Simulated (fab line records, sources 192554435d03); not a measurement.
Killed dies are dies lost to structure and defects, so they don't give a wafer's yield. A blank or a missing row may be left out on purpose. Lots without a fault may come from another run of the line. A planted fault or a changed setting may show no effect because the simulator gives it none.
Split-lot experiment | flow n5_finfet | 7 lots, 39 wafers read, on a route of 1938 steps

THE SPLIT
At N5_PMOS_HMC_CHANNEL_EPI_EPI_20 (deposits SiGe30, target thk 59 nm), the setting temp_c was moved away from the recipe's 600 C on 9 of the 39 wafers read, by +0.4% to +1.2%. The other wafers ran this setting at the recipe's value.

The reading is taken at the split's own step.

THE READING
SiGe30_of_PMOS_HMC_CHANNEL_EPI_EPI_20.thk_nm (the simulator's own value, which no gauge read), in nm, at N5_PMOS_HMC_CHANNEL_EPI_EPI_20 (deposits SiGe30, target thk 59 nm). The file gives no usual value for it. The 30 wafers here that ran the recipe average 59.02 nm, standard deviation 0.72 nm.

wafer  | tool, chamber at the split | temp_c as run, C | against the recipe | SiGe30_of_PMOS_HMC_CHANNEL_EPI_EPI_20.thk_nm, nm | against lot-mates on the recipe
L078.1 | epi_rpcvd-02, 0            | 600              | recipe             | 58.98                                            | -
L078.2 | epi_rpcvd-02, 0            | 607              | +1.2%              | 67.53                                            | +8.42
L078.3 | epi_rpcvd-02, 0            | 607              | +1.2%              | 67.84                                            | +8.73
L078.4 | epi_rpcvd-02, 0            | 600              | recipe             | 58.8                                             | -
L078.5 | epi_rpcvd-02, 0            | 600              | recipe             | 59.55                                            | -
L078.6 | epi_rpcvd-02, 0            | 607              | +1.2%              | 67.22                                            | +8.11
L079.1 | epi_rpcvd-03, 0            | 600              | recipe             | 60.22                                            | -
L079.5 | epi_rpcvd-03, 0            | 600              | recipe             | 59.27                                            | -
L079.6 | epi_rpcvd-03, 0            | 600              | recipe             | 59.23                                            | -
L082.1 | epi_rpcvd-02, 0            | 600              | recipe             | 57.77                                            | -
L082.2 | epi_rpcvd-02, 0            | 600              | recipe             | 59.42                                            | -
L082.3 | epi_rpcvd-02, 0            | 600              | recipe             | 59.64                                            | -
L082.4 | epi_rpcvd-02, 0            | 600              | recipe             | 58.52                                            | -
L082.5 | epi_rpcvd-02, 0            | 600              | recipe             | 59.07                                            | -
L082.6 | epi_rpcvd-02, 0            | 600              | recipe             | 59.32                                            | -
L084.1 | epi_rpcvd-04, 0            | 600              | recipe             | 58.37                                            | -
L084.2 | epi_rpcvd-04, 0            | 600              | recipe             | 58.29                                            | -
L084.3 | epi_rpcvd-04, 0            | 600              | recipe             | 58.02                                            | -
L084.4 | epi_rpcvd-04, 0            | 600              | recipe             | 58.09                                            | -
L084.5 | epi_rpcvd-04, 0            | 600              | recipe             | 58.4                                             | -
L084.6 | epi_rpcvd-04, 0            | 600              | recipe             | 58.31                                            | -
L092.1 | epi_rpcvd-03, 0            | 602.5            | +0.4%              | 61.56                                            | +2.74
L092.2 | epi_rpcvd-03, 0            | 602.5            | +0.4%              | 61.26                                            | +2.44
L092.3 | epi_rpcvd-03, 0            | 600              | recipe             | 58.99                                            | -
L092.4 | epi_rpcvd-03, 0            | 602.5            | +0.4%              | 61.03                                            | +2.21
L092.5 | epi_rpcvd-03, 0            | 600              | recipe             | 58.38                                            | -
L092.6 | epi_rpcvd-03, 0            | 600              | recipe             | 59.08                                            | -
L095.1 | epi_rpcvd-04, 0            | 600              | recipe             | 59.27                                            | -
L095.3 | epi_rpcvd-04, 0            | 600              | recipe             | 59.27                                            | -
L095.2 | epi_rpcvd-04, 0            | 600              | recipe             | 58.31                                            | -
L095.4 | epi_rpcvd-04, 0            | 600              | recipe             | 59.14                                            | -
L095.5 | epi_rpcvd-04, 0            | 600              | recipe             | 58.77                                            | -
L095.6 | epi_rpcvd-04, 0            | 600              | recipe             | 58.89                                            | -
L096.1 | epi_rpcvd-02, 0            | 602.1            | +0.4%              | 63.11                                            | +2.66
L096.2 | epi_rpcvd-02, 0            | 600              | recipe             | 60.82                                            | -
L096.3 | epi_rpcvd-02, 0            | 602.1            | +0.4%              | 62.59                                            | +2.14
L096.4 | epi_rpcvd-02, 0            | 600              | recipe             | 60.37                                            | -
L096.5 | epi_rpcvd-02, 0            | 600              | recipe             | 60.15                                            | -
L096.6 | epi_rpcvd-02, 0            | 602.1            | +0.4%              | 62.14                                            | +1.69

THE FIT
A straight line over all 39 wafers: SiGe30_of_PMOS_HMC_CHANNEL_EPI_EPI_20.thk_nm changes by +7.29 nm for each +1% of temp_c; r = +0.95; the points scatter about the line by 0.76 nm.
The same after taking each lot's own level away (the mean of its wafers on the recipe; 39 wafers): +7.06 nm for each +1%; r = +0.98; scatter 0.42 nm.
On that fit, the largest move of temp_c shifts the reading by 8.2 nm.
The lots' own levels span 58.247 to 60.447 nm, that is 3.1 times the standard deviation above.
So the lot-to-lot level changes the slope little: the two slopes agree.
Check: with one of the wafers moved furthest among these (+1.2%) left out of the fit, the line predicts +8.1 nm for it against its lot-mates. It came out at +8.42 nm against them.

THE FILE'S OWN FIT
SiGe30_of_PMOS_HMC_CHANNEL_EPI_EPI_20.thk_nm changes by +7.01 nm for each +1% of temp_c, r = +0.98.
